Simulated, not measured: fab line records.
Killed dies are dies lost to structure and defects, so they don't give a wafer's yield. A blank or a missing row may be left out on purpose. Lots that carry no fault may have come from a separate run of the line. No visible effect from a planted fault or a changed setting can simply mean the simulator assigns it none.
Matching of chambers || flow n5Finfet || rieDiel-06 running N5_BEOL_M0_SAQP_CUT_ETCH_46: 4 sister chambers
The step etches SOC in N2/H2, target depth 135 nm, overetch 27 nm, time 202.5 s. 16 wafers are shown with their chamber, then 8 later ones without.

== WAFERS PAIRED WITH THEIR CHAMBERS ==
{"wafer": "L074.2", "chamber": 2, "drypumpMotorCurrentA (A)": 5.35, "throttleValvePct (%)": 18.28, "showerheadPlenumPTorr (Torr)": 2.43}
{"wafer": "L074.3", "chamber": 1, "drypumpMotorCurrentA (A)": 5.64, "throttleValvePct (%)": 17.88, "showerheadPlenumPTorr (Torr)": 2.46}
{"wafer": "L074.5", "chamber": 0, "drypumpMotorCurrentA (A)": 5.56, "throttleValvePct (%)": 17.63, "showerheadPlenumPTorr (Torr)": 2.49}
{"wafer": "L078.1", "chamber": 2, "drypumpMotorCurrentA (A)": 5.35, "throttleValvePct (%)": 18.31, "showerheadPlenumPTorr (Torr)": 2.43}
{"wafer": "L078.2", "chamber": 3, "drypumpMotorCurrentA (A)": 5.87, "throttleValvePct (%)": 17.61, "showerheadPlenumPTorr (Torr)": 2.43}
{"wafer": "L078.4", "chamber": 0, "drypumpMotorCurrentA (A)": 5.56, "throttleValvePct (%)": 17.62, "showerheadPlenumPTorr (Torr)": 2.49}
{"wafer": "L085.3", "chamber": 3, "drypumpMotorCurrentA (A)": 5.87, "throttleValvePct (%)": 17.63, "showerheadPlenumPTorr (Torr)": 2.43}
{"wafer": "L085.4", "chamber": 1, "drypumpMotorCurrentA (A)": 5.65, "throttleValvePct (%)": 17.94, "showerheadPlenumPTorr (Torr)": 2.45}
{"wafer": "L085.5", "chamber": 3, "drypumpMotorCurrentA (A)": 5.89, "throttleValvePct (%)": 17.63, "showerheadPlenumPTorr (Torr)": 2.43}
{"wafer": "L087.3", "chamber": 0, "drypumpMotorCurrentA (A)": 5.57, "throttleValvePct (%)": 17.63, "showerheadPlenumPTorr (Torr)": 2.48}
{"wafer": "L087.4", "chamber": 3, "drypumpMotorCurrentA (A)": 5.89, "throttleValvePct (%)": 17.66, "showerheadPlenumPTorr (Torr)": 2.43}
{"wafer": "L087.6", "chamber": 1, "drypumpMotorCurrentA (A)": 5.66, "throttleValvePct (%)": 17.93, "showerheadPlenumPTorr (Torr)": 2.45}
{"wafer": "L090.1", "chamber": 0, "drypumpMotorCurrentA (A)": 5.57, "throttleValvePct (%)": 17.65, "showerheadPlenumPTorr (Torr)": 2.48}
{"wafer": "L090.2", "chamber": 3, "drypumpMotorCurrentA (A)": 5.86, "throttleValvePct (%)": 17.67, "showerheadPlenumPTorr (Torr)": 2.42}
{"wafer": "L090.4", "chamber": 0, "drypumpMotorCurrentA (A)": 5.58, "throttleValvePct (%)": 17.64, "showerheadPlenumPTorr (Torr)": 2.48}
{"wafer": "L091.4", "chamber": 3, "drypumpMotorCurrentA (A)": 5.86, "throttleValvePct (%)": 17.65, "showerheadPlenumPTorr (Torr)": 2.42}

SIGNATURES (averages over the wafers above)
{"reading": "drypumpMotorCurrentA", "chamber 0": 5.5680, "chamber 1": 5.6500, "chamber 2": 5.3500, "chamber 3": 5.8733, "scatter within a chamber": 0.0109}
{"reading": "throttleValvePct", "chamber 0": 17.6340, "chamber 1": 17.9167, "chamber 2": 18.2950, "chamber 3": 17.6417, "scatter within a chamber": 0.0214}
{"reading": "showerheadPlenumPTorr", "chamber 0": 2.4840, "chamber 1": 2.4533, "chamber 2": 2.4300, "chamber 3": 2.4267, "scatter within a chamber": 0.00516}
Rule: a wafer's distance from a chamber is the root of the sum, over the readings, of the square of ((its reading less the chamber's mean) divided by the reading's scatter). The wafer belongs to the nearest chamber; if the next one is less than 2 further off, it can't be placed. How the scatter is found: for the shown wafers, subtract from each reading the mean of its chamber, square and add these, divide the total by (wafers less chambers), then take the root.

== WAFERS WITH NO CHAMBER GIVEN ==
{"wafer": "L091.5", "drypumpMotorCurrentA (A)": 5.85, "throttleValvePct (%)": 17.69, "showerheadPlenumPTorr (Torr)": 2.42}
{"wafer": "L091.6", "drypumpMotorCurrentA (A)": 5.35, "throttleValvePct (%)": 17.82, "showerheadPlenumPTorr (Torr)": 2.75}
{"wafer": "L094.1", "drypumpMotorCurrentA (A)": 5.66, "throttleValvePct (%)": 17.97, "showerheadPlenumPTorr (Torr)": 2.44}
{"wafer": "L094.3", "drypumpMotorCurrentA (A)": 5.85, "throttleValvePct (%)": 17.66, "showerheadPlenumPTorr (Torr)": 2.42}
{"wafer": "L094.5", "drypumpMotorCurrentA (A)": 5.86, "throttleValvePct (%)": 17.66, "showerheadPlenumPTorr (Torr)": 2.42}
{"wafer": "L097.2", "drypumpMotorCurrentA (A)": 5.57, "throttleValvePct (%)": 17.66, "showerheadPlenumPTorr (Torr)": 2.47}
{"wafer": "L097.3", "drypumpMotorCurrentA (A)": 5.89, "throttleValvePct (%)": 17.67, "showerheadPlenumPTorr (Torr)": 2.42}
{"wafer": "L097.5", "drypumpMotorCurrentA (A)": 5.34, "throttleValvePct (%)": 17.84, "showerheadPlenumPTorr (Torr)": 2.74}

== THE CHAMBER EACH PASSED THROUGH ==
{"wafer": "L091.5", "from the rows above": 3, "in truth": 3}
{"wafer": "L091.6", "from the rows above": 0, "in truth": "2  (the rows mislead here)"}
{"wafer": "L094.1", "from the rows above": 1, "in truth": 1}
{"wafer": "L094.3", "from the rows above": 3, "in truth": 3}
{"wafer": "L094.5", "from the rows above": 3, "in truth": 3}
{"wafer": "L097.2", "from the rows above": 0, "in truth": 0}
{"wafer": "L097.3", "from the rows above": 3, "in truth": 3}
{"wafer": "L097.5", "from the rows above": 0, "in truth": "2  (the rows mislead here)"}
Placed correctly: 6 of 8. Can't be placed from these rows: 0. 2 placed wrongly.
